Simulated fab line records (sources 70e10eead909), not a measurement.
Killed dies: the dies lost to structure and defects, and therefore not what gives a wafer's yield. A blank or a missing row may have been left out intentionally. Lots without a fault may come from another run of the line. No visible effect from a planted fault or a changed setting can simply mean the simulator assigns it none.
fab line records | flow nandHarc
record lots=5 wafers=15 lastDay=31
route steps=1302 shown A_M1@1179 A_BONDPAD@1202 THIN_TSV@1244 END@1302
lots that met no fault: taken from a fault-free run of the same line
startH: hours from the record's first day to the start of the lot's first wafer shown | waitH: time in hours since the lot's previous step | " unchanged from the row above | L1.1+2: several wafers, shown together as one row | - no value, or no start given | * or withheld: withheld | < > ~ a bound
route shown NAME@n: NAME is a module with steps in the file, n the number in the route of the first one | usual: mean/standard deviation taken from wafers without a fault | same: alike in all rows | chamber/n: place in a boat | sites: the reading at each site | _std_site: standard deviation of those values | _edge_site: mean of outer sites minus mean of inner sites | radiusMm: how far each site lies from the wafer's centre | mask NAME#n: copy n | behind: the most recent tool/chamber to have shaped the wafer | hold: the reason the lot was held/the length of the hold in hours/how it ended | device: transistor that didn't switch, given as n, p or np | end of line: the same wafers' tests at the end of the route | for a step that has no rows: nothing shown but its recipe | killed: dies that structure and defects cost at the first sort, which is not the same as the wafer's yield | map: per-die view of a wafer (x killed, . not killed, _ where there is no die)
set.NAME: the setting the step ran with; set.NAME@STEP: the setting that earlier step ran with | model.NAME: the simulator's own value behind a step, which no gauge read
a table for each step, a row for each wafer; lots at some steps of the route
services: when a tool's chamber went out of use (startH, in hours from the record's first day, below 0 if earlier), for how many hours, and the reason
## steps
# step NHARC_A_M1_CD_MEAS_09
# recipe targetCdNm=120 landingEnergyEv=500
# usual cdNm=119.9/0.63
# columns lot.wafer tool chamber startH waitH cdNm
L517.1 cdSem-03 0 602.70 - 120.5
L517.2 " 0 " " 119.7
L517.4 " 0 " " 120.1
L520.1 cdSem-03 0 637.44 - 119.4
L520.2 " 0 " " 118.1
L520.3 " 0 " " 119.3
L521.1 cdSem-01 0 644.53 - 120.6
L521.3 " 0 " " 120.2
L521.4 " 0 " " 120.5
L522.1 cdSem-03 0 662.65 - 119.3
L522.4 " 0 " " 119.1
L522.5 " 0 " " 118.8
L527.1 cdSem-02 0 704.87 - 119.1
L527.2 " 0 " " 120.1
L527.6 " 0 " " 119.1
# step NHARC_A_M1_OVL_MEAS_10
# recipe pitchNm=240
# usual overlayXNm=0.0/0.86 overlayYNm=-0.2/0.62
# columns lot.wafer tool chamber startH waitH overlayXNm overlayYNm
L517.1 overlay-02 - 602.79 - -1.4 -0.6
L517.2 " - " " -0.9 -1.1
L517.4 " - " " -1.0 -0.9
L520.1 overlay-02 - 637.53 - 1.0 0.0
L520.2 " - " " 1.8 0.0
L520.3 " - " " 1.7 -0.2
L521.1 overlay-02 - 644.62 - -0.3 0.3
L521.3 " - " " -0.6 0.1
L521.4 " - " " -0.2 0.6
L522.1 overlay-01 - 662.74 - 0.1 -1.4
L522.4 " - " " -0.1 -0.8
L522.5 " - " " 0.0 -0.4
L527.1 overlay-02 - 704.96 - -0.7 0.2
L527.2 " - " " -0.6 -0.6
L527.6 " - " " -0.7 -0.4
# step NHARC_A_M1_INSPECT_11
# usual rawDefectCount=84/35
# columns lot.wafer tool chamber startH waitH rawDefectCount
L517.1 defectInspect-02 - 602.82 0.0 118
L517.2 " - " " 122
L517.4 " - " " 94
L520.1 defectInspect-02 - 637.56 0.0 98
L520.2 " - " " 117
L520.3 " - " " 103
L521.1 defectInspect-01 - 644.66 0.0 18
L521.3 " - " " 25
L521.4 " - " " 16
L522.1 defectInspect-01 - 662.77 0.0 117
L522.4 " - " " 131
L522.5 " - " " 107
L527.1 defectInspect-01 - 705.00 0.0 31
L527.2 " - " " 31
L527.6 " - " " 39
# step NHARC_A_M1_DESCUM_14
# recipe timeS=3 o2FlowSccm=200 arFlowSccm=0 biasPowerW=0 chemistry=O2
# step NHARC_A_M1_ETCH_35
# recipe targetDepthA=400 overetchA=120 timeS=43.94 ionEnergyEv=200 n2FlowSccm=150 h2FlowSccm=150 arFlowSccm=0 rfW=400 biasW=150 chemistry=N2/H2
# usual biasW=150.0/0.41 drypumpMotorCurrentA=5.8/0.47 mfcArSccm=0.004/0.0071 oesProductAu=1.003/0.0093 rfVppV=429.1/2.2 showerheadPlenumPTorr=1.99/0.072 throttleValvePct=14.172/0.0084
# columns lot.wafer tool chamber startH waitH biasW drypumpMotorCurrentA mfcArSccm oesProductAu rfHoursCounterH rfVppV showerheadPlenumPTorr throttleValvePct
L517.4 rieDiel-01 3 602.97 0.1 150.4 6.1 0 0.994 1.0 427.8 1.92 14.172
L517.1 " 0 " " 149.8 5.2 0.009 1.016 0.9 428.8 1.97 14.170
L517.2 " 1 " " 150.7 5.1 0.023 1.008 1.0 426.9 1.90 14.168
L520.2 rieDiel-05 2 637.71 0.1 149.3 5.8 0 1.000 1.7 426.8 1.95 14.169
L520.3 " 3 " " 150.4 5.1 0 1.002 1.6 430.5 2.04 14.177
L520.1 " 1 " " 150.2 6.0 0 1.007 1.8 428.5 1.97 14.171
L521.3 rieDiel-01 0 644.81 0.1 149.7 5.2 0.009 1.014 2.0 429.0 1.97 14.201
L521.1 " 1 " " 150.2 5.1 0.023 1.018 2.0 426.0 1.90 14.174
L521.4 " 2 " " 149.4 5.9 0.006 1.019 2.1 434.3 2.17 14.173
L522.1 rieDiel-05 2 662.93 0.1 149.6 5.8 0 1.009 4.2 428.5 1.95 14.163
L522.4 " 0 " " 150.4 5.0 0 1.012 3.8 428.0 1.94 14.174
L522.5 " 1 " " 149.7 6.0 0 1.011 - 429.1 1.97 14.147
L527.2 rieDiel-07 0 705.15 0.1 150.2 5.8 0.018 1.009 3.0 429.5 1.97 14.173
L527.1 " 1 " " 149.8 6.4 0 1.017 2.6 428.0 1.97 14.182
L527.6 " 3 " " 149.7 5.8 0 0.998 - 429.7 1.98 14.169
# step NHARC_A_M1_ETCH_15
# recipe targetDepthA=1825 timeS=91.2 c4f8FlowSccm=withheld arFlowSccm=400 rfW=600 biasW=300 chemistry=C4F8/Ar
# step NHARC_A_M1_CD_MEAS_16
# usual cdNm=119.9/0.95
# columns lot.wafer tool chamber startH waitH cdNm
L517.1 cdSem-01 - 603.19 - 119.8
L517.2 " - " " 120.3
L517.4 " - " " 119.9
L520.1 cdSem-01 - 637.93 - 120.5
L520.2 " - " " 118.9
L520.3 " - " " 118.8
L521.1 cdSem-02 - 645.02 - 120.6
L521.3 " - " " 120.7
L521.4 " - " " 121.6
L522.1 cdSem-02 - 663.14 - 119.0
L522.4 " - " " 119.6
L522.5 " - " " 119.8
L527.1 cdSem-03 - 705.36 - 118.6
L527.2 " - " " 119.7
L527.6 " - " " 118.2
# step NHARC_A_M1_STRIP_18
# recipe powerW=1000 n2FlowSccm=150 h2FlowSccm=150 arFlowSccm=0 biasW=0 chemistry=N2/H2
# step NHARC_A_M1_ETCH_28
# recipe targetDepthA=300 overEtchFrac=0.3 timeS=72.99 ionEnergyEv=150 cf4FlowSccm=50 n2FlowSccm=100 arFlowSccm=150 rfW=300 biasW=100 chemistry=CF4/N2
# step NHARC_A_M1_STRIP_19
# recipe timeS=600 tempC=30 chemistry=postEtchResidueRemover
# step NHARC_A_M1_DEGAS_29
# recipe tempC=250 timeS=60
# step NHARC_A_M1_PRE_CLEAN_30
# recipe timeS=30 tempC=280 gas=H2/He
# usual heaterPowerW=420/40 susceptorTempC=279.96/0.2
# columns lot.wafer tool chamber startH waitH heaterPowerW susceptorTempC
L517.1 pvdSputter-02 - - - 446 280.28
L517.4 " - " " 371 280.02
L517.2 " - " " 404 279.83
L520.3 pvdSputter-01 - - - 376 279.75
L520.1 " - " " 469 279.82
L520.2 " - " " 395 279.85
L521.1 pvdSputter-01 - - - 408 280.06
L521.4 " - " " 508 279.63
L521.3 " - " " 468 279.73
L522.1 pvdSputter-01 - - - 501 280.31
L522.4 " - " " 465 280.08
L522.5 " - " " 488 280.35
L527.2 pvdSputter-02 - - - 397 279.75
L527.1 " - " " 383 279.93
L527.6 " - " " 438 280.05
# step NHARC_A_M1_PVD_20
# recipe targetThkA=50 biasV=168.6 powerW=15000 chamberPressurePa=0.12 timeS=8.06 substrateTempC=50 material=TaN
# usual cathodeDcPowerW=15000/2.6 throttleValvePct=29.7/0.93
# columns lot.wafer tool chamber startH waitH cathodeDcPowerW throttleValvePct
L517.2 pvdSputter-02 - 604.04 - 15000 28.9
L517.1 " - " " 14998 31.1
L517.4 " - " " 14999 28.8
L520.1 pvdSputter-01 - 638.85 - 14997 29.1
L520.3 " - " " 15000 29.6
L520.2 " - " " 15003 30.4
L521.4 pvdSputter-01 - 645.85 - 14997 30.1
L521.1 " - " " 15001 29.1
L521.3 " - " " 15001 29.8
L522.1 pvdSputter-01 - 663.97 - 15001 30.1
L522.4 " - " " 14999 29.3
L522.5 " - " " 15001 30.3
L527.1 pvdSputter-02 - 706.19 - 15001 29.8
L527.2 " - " " 15001 29.8
L527.6 " - " " 15000 29.7
# step NHARC_A_M1_PVD_21
# recipe targetThkA=300 chamberPressurePa=5 powerW=5000 substrateTempC=30 timeS=20.49 material=Cu
# step NHARC_A_M1_ECD_22
# recipe targetThkA=4000 bathTempC=25 material=Cu
# step NHARC_A_M1_ANNEAL_31
# recipe tempC=225 timeS=90
# usual wafer_temp_C_max=226.08/0.25
# columns lot.wafer tool chamber startH waitH wafer_temp_C_max
L517.1 rtpAnneal-01 0 604.65 - 225.76
L517.2 " 0 " " 226.52
L517.4 " 0 " " 225.92
L520.1 rtpAnneal-01 0 639.47 - 226.20
L520.2 " 0 " " 226.05
L520.3 " 0 " " 226.04
L521.1 rtpAnneal-01 0 646.48 0.3 226.39
L521.3 " 0 " " 226.38
L521.4 " 0 " " 225.87
L522.1 rtpAnneal-01 0 664.60 0.3 225.62
L522.4 " 0 " " 226.01
L522.5 " 0 " " 225.65
L527.1 rtpAnneal-02 0 706.96 0.4 226.08
L527.2 " 0 " " 225.90
L527.6 " 0 " " 226.45
# step NHARC_A_M1_CMP_23
# recipe tOverpolishS=20 targetThkNm=154.34
# step NHARC_A_M1_THK_MEAS_24
# recipe thkMeasGauge=xrf
# usual thkNm=154.1/1.4
# columns lot.wafer tool chamber startH waitH thkNm
L517.1 filmMetro-02 - 605.31 - 152.0
L517.2 " - " " 151.8
L517.4 " - " " 154.7
L520.1 filmMetro-01 - 640.13 - 154.4
L520.2 " - " " 153.4
L520.3 " - " " 152.5
L521.1 filmMetro-02 - 647.14 - 154.4
L521.3 " - " " 154.3
L521.4 " - " " 155.7
L522.1 filmMetro-01 - 665.26 - 153.8
L522.4 " - " " 154.4
L522.5 " - " " 157.7
L527.1 filmMetro-02 - 707.61 - 153.1
L527.2 " - " " 152.2
L527.6 " - " " 154.0
# step NHARC_A_M1_SRD_25
# step NHARC_A_M1_PRE_CLEAN_32
# recipe timeS=12 tempC=370 rfPowerW=300 gas=NH3
# usual heaterPowerOuterW=395/54 heaterPowerW=678/100 susceptorTempC=369.99/0.19
# columns lot.wafer tool chamber startH waitH heaterPowerOuterW heaterPowerW susceptorTempC
L517.1 pecvd-01 0 605.53 0.1 443 714 369.81
L517.2 " 2 " " 335 571 370.10
L517.4 " 1 " " 430 797 369.87
L520.3 pecvd-03 2 640.35 0.1 371 612 370.37
L520.1 " 0 " " 381 643 370.01
L520.2 " 1 " " 404 668 370.08
L521.1 pecvd-02 0 647.38 0.1 486 815 369.64
L521.3 " 1 " " 411 654 370.27
L521.4 " 2 " " 395 658 370.07
L522.1 pecvd-02 2 665.51 0.1 437 723 370.11
L522.4 " 1 " " 394 649 369.96
L522.5 " 2 " " 437 733 369.79
L527.1 pecvd-01 1 707.84 0.1 436 764 370.00
L527.2 " 0 " " 394 655 369.98
L527.6 " 2 " " 324 559 370.12
# step NHARC_A_M1_DEP_33
# recipe targetThkA=300 tempC=370 targetThkNm=30 pressureTorr=3 flowSccm=200 rfW=450 material=SiCN
# step NHARC_A_BONDPAD_DEP_00
# recipe targetThkA=2500 tempC=370 targetThkNm=250 pressureTorr=3 flowSccm=200 rfW=450 material=SiCN
# step NHARC_A_BONDPAD_CMP_29
# recipe targetThkNm=200 material=SiCN
# step NHARC_A_BONDPAD_THK_MEAS_30
# recipe thkMeasGauge=ellipsometry
# usual thkNm=200.0/1.5
# columns lot.wafer tool chamber startH waitH thkNm
L517.1 filmMetro-02 - 606.82 0.1 198.1
L517.2 " - " " 200.2
L517.4 " - " " 198.2
L520.1 filmMetro-01 - 641.64 0.2 200.3
L520.2 " - " " 200.8
L520.3 " - " " 200.2
L521.1 filmMetro-01 - 648.65 0.2 202.2
L521.3 " - " " 199.6
L521.4 " - " " 202.6
L522.1 filmMetro-02 - 666.78 0.2 199.1
L522.4 " - " " 199.0
L522.5 " - " " 200.4
L527.1 filmMetro-02 - 709.13 0.2 200.1
L527.2 " - " " 200.3
L527.6 " - " " 199.8
# step NHARC_A_BONDPAD_SRD_31
# step NHARC_A_BONDPAD_DEHYDRATE_01
# recipe tempC=150 timeS=120
# step NHARC_A_BONDPAD_HMDS_02
# recipe timeS=30
# step NHARC_A_BONDPAD_COAT_33
# recipe tempC=200 timeS=65
# step NHARC_A_BONDPAD_COAT_03
# recipe spinRpm=2000 resistThkNm=600
# step NHARC_A_BONDPAD_SOFTBAKE_04
# recipe tempC=125 timeS=70
# step NHARC_A_BONDPAD_EBR_05
# step NHARC_A_BONDPAD_EXPOSE_06
# recipe na=0.55 doseMj=36.99 maskId=A_BPAD
# step NHARC_A_BONDPAD_PEB_07
# recipe pebTempC=128 pebTimeS=80
# step NHARC_A_BONDPAD_DEVELOP_08
# recipe timeS=50 devTempC=22
# step NHARC_A_BONDPAD_CD_MEAS_09
# recipe targetCdNm=500 landingEnergyEv=500
# usual cdNm=498.9/1.9
# columns lot.wafer tool chamber startH waitH cdNm
L517.1 cdSem-03 0 607.26 - 496.1
L517.2 " 0 " " 497.4
L517.4 " 0 " " 495.0
L520.1 cdSem-02 0 642.20 - 500.8
L520.2 " 0 " " 497.3
L520.3 " 0 " " 499.3
L521.1 cdSem-01 0 649.22 - 502.1
L521.3 " 0 " " 499.8
L521.4 " 0 " " 497.3
L522.1 cdSem-01 0 667.34 - 499.3
L522.4 " 0 " " 500.1
L522.5 " 0 " " 498.4
L527.1 cdSem-02 0 709.56 - 495.7
L527.2 " 0 " " 497.0
L527.6 " 0 " " 500.0
# step NHARC_A_BONDPAD_OVL_MEAS_35
# usual overlayXNm=3/7 overlayYNm=1/4.6
# columns lot.wafer tool chamber startH waitH overlayXNm overlayYNm
L517.1 overlay-01 - 607.35 - -8 -1
L517.2 " - " " -8 0
L517.4 " - " " -7 0
L520.1 overlay-01 - 642.29 - 1 2
L520.2 " - " " 2 2
L520.3 " - " " 1 2
L521.1 overlay-02 - 649.30 - 3 4
L521.3 " - " " 4 4
L521.4 " - " " 4 4
L522.1 overlay-01 - 667.43 - 6 -4
L522.4 " - " " 6 -4
L522.5 " - " " 7 -4
L527.1 overlay-02 - 709.65 - 3 5
L527.2 " - " " 3 5
L527.6 " - " " 3 5
# step NHARC_A_BONDPAD_HARDBAKE_10
# recipe tempC=118 timeS=65
# step NHARC_A_BONDPAD_DESCUM_11
# recipe timeS=3 o2FlowSccm=200 arFlowSccm=0 biasPowerW=0 chemistry=O2
# step NHARC_A_BONDPAD_ETCH_34
# recipe targetDepthA=600 overetchA=180 timeS=65.91 ionEnergyEv=200 n2FlowSccm=150 h2FlowSccm=150 arFlowSccm=0 rfW=400 biasW=150 chemistry=N2/H2
# step NHARC_A_BONDPAD_ETCH_12
# recipe targetDepthA=2200 timeS=110 chf3FlowSccm=50 o2FlowSccm=10 arFlowSccm=200 rfW=500 biasW=200 chemistry=CHF3/O2
# usual biasW=200.0/0.61 drypumpMotorCurrentA=5.7/0.43 mfcArSccm=200.0/0.59 oesProductAu=0.930/0.019 rfVppV=372.0/2.4 showerheadPlenumPTorr=2.46/0.11 throttleValvePct=20.572/0.0092
# columns lot.wafer tool chamber startH waitH biasW drypumpMotorCurrentA mfcArSccm oesProductAu rfHoursCounterH rfVppV showerheadPlenumPTorr throttleValvePct
L517.2 rieDiel-06 3 - - 200.4 6.0 199.6 0.919 3 374.2 2.56 20.556
L517.1 " 0 " " 200.3 5.7 199.3 0.903 3 372.1 2.47 20.560
L517.4 " 1 " " 200.8 5.7 200.4 0.913 3 369.4 2.34 20.571
L520.1 rieDiel-06 2 - - 199.6 4.8 199.6 0.932 4 375.2 2.57 20.581
L520.2 " 3 " " 199.6 6.0 199.0 0.948 4 374.2 2.56 20.579
L520.3 " 1 " " 201.2 5.8 200.2 0.922 4 370.2 2.34 20.581
L521.4 rieDiel-06 2 - - 200.6 4.9 199.9 0.917 4 374.5 2.57 20.560
L521.1 " 0 " " 199.9 5.7 200.1 0.905 4 372.0 2.46 20.577
L521.3 " 1 " " 200.1 5.8 199.5 0.923 4 367.6 2.34 20.566
L522.1 rieDiel-08 2 667.84 0.1 199.9 5.3 199.7 0.914 18 370.3 2.38 20.591
L522.4 " 2 " " 199.5 5.3 200.1 0.916 - 369.9 2.38 20.561
L522.5 " 2 " " 199.1 5.3 200.3 0.914 - 371.0 2.38 20.576
L527.1 rieDiel-06 0 - - 200.2 5.8 201.1 0.940 1 373.3 2.46 20.586
L527.2 " 3 " " 200.4 6.0 200.1 0.965 1 373.6 2.56 20.557
L527.6 " 0 " " 200.7 5.8 199.7 0.943 - 372.2 2.46 20.559
# step NHARC_THIN_TSV_GRIND_00
# recipe targetThkUm=6
# usual motorCurrentA=11.995/0.023 slurryFlowMlMin=150.0/0.41
# columns lot.wafer tool chamber startH waitH hold motorCurrentA slurryFlowMlMin
L517.1 grinder-01 0 620.22 0.1 - 11.987 150.6
L517.2 " 0 " " - 11.974 150.0
L517.4 " 0 " " - 11.943 150.2
L520.1 grinder-01 0 657.35 0.1 - 11.984 149.8
L520.2 " 0 " " - 11.971 150.1
L520.3 " 0 " " - 11.981 149.5
L521.1 grinder-01 0 661.76 0.1 - 11.977 150.4
L521.3 " 0 " " - 12.021 149.6
L521.4 " 0 " " - 11.998 150.1
L522.1 grinder-01 0 684.44 2.6 awaitDispo/2.4h/release 11.984 150.0
L522.4 " 0 " " awaitDispo/2.4h/release 12.011 149.4
L522.5 " 0 " " awaitDispo/2.4h/release 11.977 149.6
L527.1 grinder-01 0 722.84 0.1 - 12.047 150.8
L527.2 " 0 " " - 11.985 150.1
L527.6 " 0 " " - 11.993 149.7
# step NHARC_END_SORT_01
# recipe tempC=25
# usual defectLimitedYield=90.9/2.8 killedAtArray=56/19 killedAtOther=1.0/1.3 killedAtPeriphery=3.8/2.2 killedDies=61/19 killedOpen=3.1/1.9 killedShort=2.3/1.5
# same grossDies=677
# columns lot.wafer tool chamber startH waitH hold defectLimitedYield[%] killedAtArray killedAtOther killedAtPeriphery killedDies killedOpen killedShort
L517.1 prober-01 0 638.17 2.5 - 87.1 81 3 3 87 2 3
L517.2 prober-01 0 638.98 2.8 - 87.0 80 2 6 88 2 3
L517.4 prober-01 0 640.60 3.4 - 91.3 51 4 4 59 2 2
L520.1 prober-02 0 675.34 2.5 - 89.2 71 0 2 73 2 2
L520.2 prober-02 0 676.14 2.8 - 89.4 71 1 0 72 2 0
L520.3 prober-02 0 676.94 3.1 - 90.8 59 1 2 62 1 2
L521.1 prober-01 0 680.95 2.5 - 96.8 19 0 3 22 2 1
L521.3 prober-01 0 682.57 3.1 - 95.6 27 1 2 30 5 3
L521.4 prober-01 0 683.38 3.4 - 97.2 16 1 2 19 4 2
L522.1 prober-02 0 717.38 4.1 awaitDispo/1.6h/release 80.6 119 2 10 131 4 2
L522.4 prober-02 0 719.77 5.0 awaitDispo/1.6h/release 78.3 139 2 6 147 4 1
L522.5 prober-02 0 720.56 5.3 awaitDispo/1.6h/release 78.3 143 2 2 147 4 3
L527.1 prober-02 0 742.84 2.5 - 95.9 26 0 2 28 2 2
L527.2 prober-02 0 743.64 2.8 - 95.3 30 0 2 32 3 2
L527.6 prober-02 0 746.87 4.0 - 93.9 36 0 5 41 3 1
# killed by level:class
L517.1 A_CHANNEL_HOLE_D1:chamberFilmFlake=40 A_CHANNEL_HOLE_D2:chamberFilmFlake=29 THIN_TSV:chamberFilmFlake=3 A_SLIT:chamberFilmFlake=2 A_CONTACT:chamberFilmFlake=2 A_M1:chamberFilmFlake=2 P_GATE:geometricParticle:short=1 A_ONON_D2:geometricParticle:short=1
L517.2 A_CHANNEL_HOLE_D1:chamberFilmFlake=33 A_CHANNEL_HOLE_D2:chamberFilmFlake=26 A_CONTACT:chamberFilmFlake=8 P_BONDPAD:chamberFilmFlake=3 P_STI:chamberFilmFlake=2 A_STAIRCASE:chamberFilmFlake=2 A_CHANNEL_FILL_D1:geometricParticle:short=1 A_CHANNEL_FILL_D1:geometricParticle:open=1
L517.4 A_CHANNEL_HOLE_D1:chamberFilmFlake=28 A_CHANNEL_HOLE_D2:chamberFilmFlake=13 A_CONTACT:chamberFilmFlake=4 THIN_TSV:chamberFilmFlake=4 P_M0:geometricParticle:open=2 P_BONDPAD:chamberFilmFlake=2 A_STAIRCASE:chamberFilmFlake=2 A_STAIRCASE:geometricParticle:short=1
L520.1 A_CHANNEL_HOLE_D1:chamberFilmFlake=34 A_SLIT:chamberFilmFlake=27 A_CONTACT:chamberFilmFlake=2 A_WL_FILL:chamberFilmFlake=2 P_STI:geometricParticle:open=1 P_M0:geometricParticle:open=1 A_ONON_D1:geometricParticle:short=1 A_CHANNEL_FILL_D2:geometricParticle:short=1
L520.2 A_CHANNEL_HOLE_D1:chamberFilmFlake=36 A_SLIT:chamberFilmFlake=25 A_CONTACT:chamberFilmFlake=5 A_CONTACT:geometricParticle:open=2 A_CHANNEL_FILL_D1:chamberFilmFlake=1 A_CHANNEL_FILL_D2:chamberFilmFlake=1 A_STAIRCASE:chamberFilmFlake=1 THIN_TSV:chamberFilmFlake=1
L520.3 A_CHANNEL_HOLE_D1:chamberFilmFlake=25 A_SLIT:chamberFilmFlake=25 A_WL_FILL:chamberFilmFlake=3 A_CHANNEL_FILL_D1:chamberFilmFlake=2 P_GATE:geometricParticle:open=1 A_SOURCE_PLATE:geometricParticle:short=1 A_ONON_D1:geometricParticle:short=1 P_M0:chamberFilmFlake=1
L521.1 A_CHANNEL_HOLE_D1:chamberFilmFlake=7 A_STAIRCASE:chamberFilmFlake=3 A_SLIT:chamberFilmFlake=3 A_CONTACT:chamberFilmFlake=3 P_CONTACT:chamberFilmFlake=2 A_CHANNEL_FILL_D2:geometricParticle:open=1 A_WL_FILL:geometricParticle:short=1 A_M1:geometricParticle:open=1
L521.3 A_CHANNEL_HOLE_D1:chamberFilmFlake=12 A_STAIRCASE:chamberFilmFlake=3 A_CONTACT:chamberFilmFlake=3 A_ONON_D2:geometricParticle:open=2 P_M0:geometricParticle:short=1 A_DECK1_JOINT:geometricParticle:short=1 A_CHANNEL_HOLE_D2:geometricParticle:open=1 A_WL_FILL:geometricParticle:open=1
L521.4 A_CHANNEL_HOLE_D1:chamberFilmFlake=7 A_CONTACT:chamberFilmFlake=2 P_CONTACT:geometricParticle:open=1 A_SOURCE_PLATE:geometricParticle:open=1 A_WL_FILL:geometricParticle:short=1 A_WL_FILL:geometricParticle:open=1 A_M0:geometricParticle:short=1 STARTING-WAFER:geometricParticle:open=1
L522.1 A_M1:unspecified=42 A_SLIT:chamberFilmFlake=34 A_CHANNEL_HOLE_D1:chamberFilmFlake=29 P_M1:chamberFilmFlake=7 A_CONTACT:chamberFilmFlake=5 A_ONON_D2:geometricParticle:open=2 A_WL_FILL:geometricParticle:short=2 P_STI:chamberFilmFlake=2
L522.4 A_M1:unspecified=71 A_SLIT:chamberFilmFlake=31 A_CHANNEL_HOLE_D1:chamberFilmFlake=26 A_ONON_D1:geometricParticle:open=2 P_ZERO_WELL:chamberFilmFlake=2 A_ZERO_WELL:chamberFilmFlake=2 THIN_TSV:chamberFilmFlake=2 A_STAIRCASE:chamberFilmFlake=2
L522.5 A_M1:unspecified=74 A_SLIT:chamberFilmFlake=30 A_CHANNEL_HOLE_D1:chamberFilmFlake=27 A_CONTACT:chamberFilmFlake=5 A_CHANNEL_FILL_D1:geometricParticle:open=2 THIN_TSV:chamberFilmFlake=2 P_STI:geometricParticle:open=1 A_SOURCE_PLATE:geometricParticle:short=1
L527.1 A_CHANNEL_HOLE_D1:chamberFilmFlake=10 A_CHANNEL_HOLE_D2:chamberFilmFlake=3 A_SLIT:chamberFilmFlake=3 P_BONDPAD:chamberFilmFlake=2 A_STAIRCASE:chamberFilmFlake=2 A_CHANNEL_FILL_D2:geometricParticle:short=1 A_WL_FILL:geometricParticle:open=1 A_WL_FILL:geometricParticle:short=1
L527.2 A_CHANNEL_HOLE_D1:chamberFilmFlake=9 A_SLIT:chamberFilmFlake=8 A_CHANNEL_HOLE_D2:chamberFilmFlake=3 A_CONTACT:chamberFilmFlake=3 A_CHANNEL_FILL_D1:chamberFilmFlake=2 P_CONTACT:geometricParticle:open=1 A_CHANNEL_FILL_D1:geometricParticle:short=1 A_CHANNEL_FILL_D2:geometricParticle:open=1
L527.6 A_CHANNEL_HOLE_D1:chamberFilmFlake=9 A_CONTACT:chamberFilmFlake=6 A_CHANNEL_HOLE_D2:chamberFilmFlake=4 A_STAIRCASE:chamberFilmFlake=4 A_ZERO_WELL:chamberFilmFlake=3 A_SLIT:chamberFilmFlake=3 P_BONDPAD:chamberFilmFlake=2 A_DECK1_JOINT:chamberFilmFlake=2
# map L522.4 (x killed, . not)
____________.____________
_________xxx...._________
_______..xxxxxx..._______
______...xxxx.x....______
_____...xxxxxxx....._____
____.x..xxxxxxxx.....____
____.....x....x......____
___...x...xx.xx.......___
___.........xxxx......___
__..........xxxxx......__
__.........xxxxxxxx....__
_...........xxxxxxx....._
_..........xxxxxxxx....._
_.....x....xxxxxxxx....._
_..........xxxxxxxx....._
_..........xxxxxxx......_
.............xxxxxx......
......x.....xxxxxxx......
.............xxxxxx..x...
............x.xxxx...x...
........x.....x.x......x.
_.............xxxx......_
_.............xxxxx....._
_...........x...xx......_
_..............xx......._
_...x..x.......x...x...._
__.........x...........__
__.....................__
___...x...............___
___.............x.....___
____...x.............____
____.................____
_____..............._____
______.............______
_______..........._______
_________.x....._________
____________.____________
# map L520.1 (x killed, . not)
____________x____________
_________xxxxx.._________
_______.xxx.xx...._______
______.x..xxxx.....______
_____.....xxx......._____
____......xxxxx......____
____....x..x......x..____
___.........x.........___
___.x.....x...x.......___
__................x....__
__.....................__
_............x.........._
_......................._
_......................._
_................x......_
_............x....x....._
...............xxx.......
.............x.xxxx......
............x.x.xx.......
............x.xxxxx......
..............xxxxx......
_............x..xx.x...._
_.........x...xxx......._
_............x.xx......._
_..................x...._
_......................._
__.....................__
__.....................__
___.....x.............___
___...................___
____............x....____
____.................____
_____..............._____
______.............______
_______..........._______
_________......._________
____________.____________
## services
# columns tool chamber startH hours kind
pvdSputter-01 - 580.11 1.2 repair
pvdSputter-01 - 582.03 10.0 pm
rieDiel-05 - 583.61 9.0 pm
rieDiel-07 3 587.93 8.5 repair
pecvd-02 - 589.25 13.0 pm
rieDiel-06 3 597.05 6.7 repair
pecvd-02 - 608.80 0.5 repair
pecvd-03 0 609.06 12.5 repair
pecvd-02 2 623.97 14.2 repair
pvdSputter-02 - 633.29 8.0 repair
rieDiel-01 - 635.04 0.4 repair
pvdSputter-02 - 641.34 10.0 pm
rieDiel-08 0 646.93 37.9 repair
rieDiel-07 - 648.63 9.0 pm
rieDiel-01 0 648.71 10.8 repair
rieDiel-06 - 661.20 9.0 pm
rieDiel-08 1 666.00 16.1 repair
rieDiel-07 2 666.39 7.8 repair
pecvd-01 - 673.61 13.0 pm
rieDiel-07 1 683.77 3.9 repair
rieDiel-06 1 684.15 13.3 repair
pvdSputter-02 - 684.56 1.8 repair
pecvd-01 - 695.59 1.1 repair
rieDiel-06 3 715.84 15.2 repair
## key
firstSign step=NHARC_END_SORT_01 reading=killedDies direction=up sigmas=4.3 usual=61 struck=142
effect step=NHARC_END_SORT_01 reading=defectLimitedYield direction=down sigmas=4.3 usual=90.9 struck=79.1
moreKillsBornAt NHARC_A_M1_PVD_20@pvdSputter-01=187
metAt NHARC_A_M1_PVD_20
struckWafers L522.1,L522.4,L522.5
onsetBetween 645.85 663.97
alsoFits NHARC_A_M1_ETCH_35:rieDiel-05,NHARC_A_M1_PRE_CLEAN_30:pvdSputter-01,NHARC_A_M1_ANNEAL_31:rtpAnneal-01,NHARC_A_M1_PRE_CLEAN_32:pecvd-02
fault kind=chamberParticleSource tool=pvdSputter-01 chamber=- onsetH=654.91 steps=NHARC_A_M1_PVD_20 ratePerVisitCm2=0.49068 endH=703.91
